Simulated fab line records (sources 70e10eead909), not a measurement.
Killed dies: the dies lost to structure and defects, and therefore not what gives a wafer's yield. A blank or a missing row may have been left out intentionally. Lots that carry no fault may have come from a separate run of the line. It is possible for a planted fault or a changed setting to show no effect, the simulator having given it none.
Matching of chambers ; flow nand_harc ; NHARC_A_CONTACT_ETCH_110 on rie_diel-05: 4 sister chambers
The step etches the open film in CF4/O2, target depth 60 nm, overetch 6 nm, time 33 s. 22 wafers are shown with their chamber, then 11 later ones without.

== WAFERS, EACH WITH ITS CHAMBER ==
wafer;chamber;showerhead_plenum_p_Torr (Torr);drypump_motor_current_A (A);rf_vpp_V (V)
L075.1;1;1.41;5.1;199.3
L075.2;2;1.27;5.8;195.7
L075.4;0;1.32;6.0;196.9
L076.3;0;1.32;6.0;198.6
L076.5;3;1.44;5.2;200.0
L076.6;2;1.26;5.8;194.5
L080.1;0;1.32;6.0;197.1
L080.2;3;1.44;5.2;199.3
L080.4;1;1.41;5.1;197.8
L079.4;3;1.44;5.2;200.8
L079.5;1;1.41;5.1;198.9
L079.6;0;1.32;6.0;197.4
L083.2;1;1.41;5.1;198.1
L083.4;2;1.26;5.8;197.0
L083.5;2;1.26;5.8;196.4
L085.2;3;1.44;5.2;199.3
L085.3;0;1.32;6.0;198.0
L085.4;2;1.26;5.8;197.1
L088.2;3;1.44;5.2;200.0
L088.3;0;1.32;6.0;195.5
L088.6;0;1.32;6.1;197.6
L093.1;0;1.32;6.0;196.3

SIGNATURES (averages over the wafers above)
reading;chamber 0;chamber 1;chamber 2;chamber 3;scatter within a chamber
showerhead_plenum_p_Torr;1.3200;1.4100;1.2620;1.4400;0.00211
drypump_motor_current_A;6.013;5.100;5.800;5.200;0.022
rf_vpp_V;197.175;198.525;196.140;199.880;0.888
Rule: for each reading, subtract the chamber's mean from the wafer's reading, divide by that reading's scatter and square the result; add these up over the readings and take the root, which gives the wafer's distance from the chamber. The wafer belongs to the nearest chamber; if the next one is less than 2 further off, it can't be placed. The scatter: the root of (the sum of the squares of (reading less its chamber's mean) over the shown wafers, divided by (wafers less chambers)).

== WAFERS WITHOUT THEIR CHAMBER ==
wafer;showerhead_plenum_p_Torr (Torr);drypump_motor_current_A (A);rf_vpp_V (V)
L093.3;1.41;5.1;199.9
L093.5;1.32;6.0;198.3
L094.3;1.26;5.8;196.8
L094.4;1.41;5.1;198.3
L094.5;1.26;5.8;197.8
L095.1;1.32;6.0;196.9
L095.4;1.26;5.8;195.6
L095.5;1.41;5.1;199.2
L097.1;1.26;5.9;196.5
L097.4;1.43;5.2;197.7
L097.5;1.32;6.0;196.4

== CHAMBER TAKEN BY EACH ==
wafer;from the rows above;in truth
L093.3;1;1
L093.5;0;0
L094.3;2;2
L094.4;1;1
L094.5;2;2
L095.1;0;0
L095.4;2;2
L095.5;1;1
L097.1;2;2
L097.4;3;3
L097.5;0;0
11 of 11 placed correctly. Can't be placed from these rows: 0. 0 placed wrongly.
